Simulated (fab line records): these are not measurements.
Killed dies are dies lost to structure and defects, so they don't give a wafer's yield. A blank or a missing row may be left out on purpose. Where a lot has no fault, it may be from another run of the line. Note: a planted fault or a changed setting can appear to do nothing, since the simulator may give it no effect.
Chamber matching ; flow n5Finfet ; cvdCo-01 running N5_BEOL_M5_PRE_CLEAN_77: 3 sister chambers
The step time 15 s. 3 wafers are shown with their chamber, then 10 later ones without.

== EACH WAFER AND ITS CHAMBER ==
wafer;chamber;heaterPowerW (W)
L087.6;0;119
L088.2;2;80
L088.3;1;74

== WAFERS WITHOUT THEIR CHAMBER ==
wafer;heaterPowerW (W)
L088.5;75
L093.1;75
L093.3;75
L093.6;78
L094.1;76
L094.2;74
L094.3;122
L095.2;119
L095.3;77
L095.6;116

== WHICH CHAMBER EACH ONE RAN IN ==
wafer;from the rows above;in truth
L088.5;1;1
L093.1;1;1
L093.3;1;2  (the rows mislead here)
L093.6;can't be placed: 2 or 1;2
L094.1;can't be placed: 1 or 2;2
L094.2;1;1
L094.3;0;0
L095.2;0;0
L095.3;can't be placed: 1 or 2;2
L095.6;0;0
Placed correctly: 6 of 10. From these rows, 3 cannot be placed; in 3 the true chamber is one of the candidates. 1 placed wrongly.
How it was worked out, from the rows above alone: a wafer's distance from a chamber is the root of the sum, over the readings, of the square of ((its reading less the chamber's mean) divided by the reading's scatter). If the next closest chamber is less than 2 further off than the closest, the wafer can't be placed; otherwise it belongs to the closest. The mean given for a chamber averages the wafers shown for that chamber. The scatter: root of mean squared gap, hidden wafer to nearest shown wafer, with one shown wafer a chamber.
